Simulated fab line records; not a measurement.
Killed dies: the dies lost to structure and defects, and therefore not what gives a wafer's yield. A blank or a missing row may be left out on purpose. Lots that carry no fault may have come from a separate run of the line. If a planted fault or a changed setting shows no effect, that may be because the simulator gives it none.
Which of the tools did it? | flow nandHarc | 6 lots with 18 wafers sampled at 2 steps, on a route of 1302 steps

== WHAT THE GAUGES READ, wafer by wafer ==
NHARC_A_CONTACT_CD_MEAS_08 targets a cd of 200 nm.
lot  | measured     | on       | cdNm (nm)
L740 | day 22 18:36 | cdSem-03 | 198.2 199.5 199.4
L743 | day 25 06:11 | cdSem-01 | 199.4 199.0 199.7
L751 | day 27 15:20 | cdSem-02 | 200.9 199.5 200.0
L758 | day 29 08:47 | cdSem-01 | 199.6 200.9 199.7
L761 | day 31 12:45 | cdSem-03 | 199.0 199.9 198.8
L763 | day 31 22:17 | cdSem-01 | 199.7 200.1 200.3

== WHAT TOOL EACH LOT RAN ON (gives the tool, then ch and the chambers of the sampled wafers, and finally the start) ==
lot  | NHARC_A_CONTACT_STRIP_82
L740 | rieDiel-01 ch 1,2,3, day 22 18:36 or earlier
L743 | rieDiel-06 ch 0,1,3, day 25 06:11 or earlier
L751 | rieDiel-01 ch 0,2,3, day 27 15:20 or earlier
L758 | rieDiel-13 ch 0,2,3, day 29 08:47 or earlier
L761 | rieDiel-06 ch 1,2, day 31 12:45 or earlier
L763 | rieDiel-06 ch 0,2, day 31 22:17 or earlier
- NHARC_A_CONTACT_STRIP_82: strips in O2.

== THE ANSWER, worked out from the rows above alone ==
Rule: the lots themselves supply what counts as usual. The widest of any qualifying gaps counts: lots, ordered by their means at a reading, are off when they make up no more than a third of the lots, leave a main group of 4 or more, and stand apart from it by 3 or more times the standard deviation of that group's means. A main group is skipped when, at the precision printed for the reading in the tables above, its means are all equal. Also off: a lot with no number at a reading for which 4 or more lots have one. The other lots that the step has rows for count as sound.
No lot is off at any reading shown: from this, nothing can be told.

== WHAT THE SIMULATOR HAD PUT IN ==
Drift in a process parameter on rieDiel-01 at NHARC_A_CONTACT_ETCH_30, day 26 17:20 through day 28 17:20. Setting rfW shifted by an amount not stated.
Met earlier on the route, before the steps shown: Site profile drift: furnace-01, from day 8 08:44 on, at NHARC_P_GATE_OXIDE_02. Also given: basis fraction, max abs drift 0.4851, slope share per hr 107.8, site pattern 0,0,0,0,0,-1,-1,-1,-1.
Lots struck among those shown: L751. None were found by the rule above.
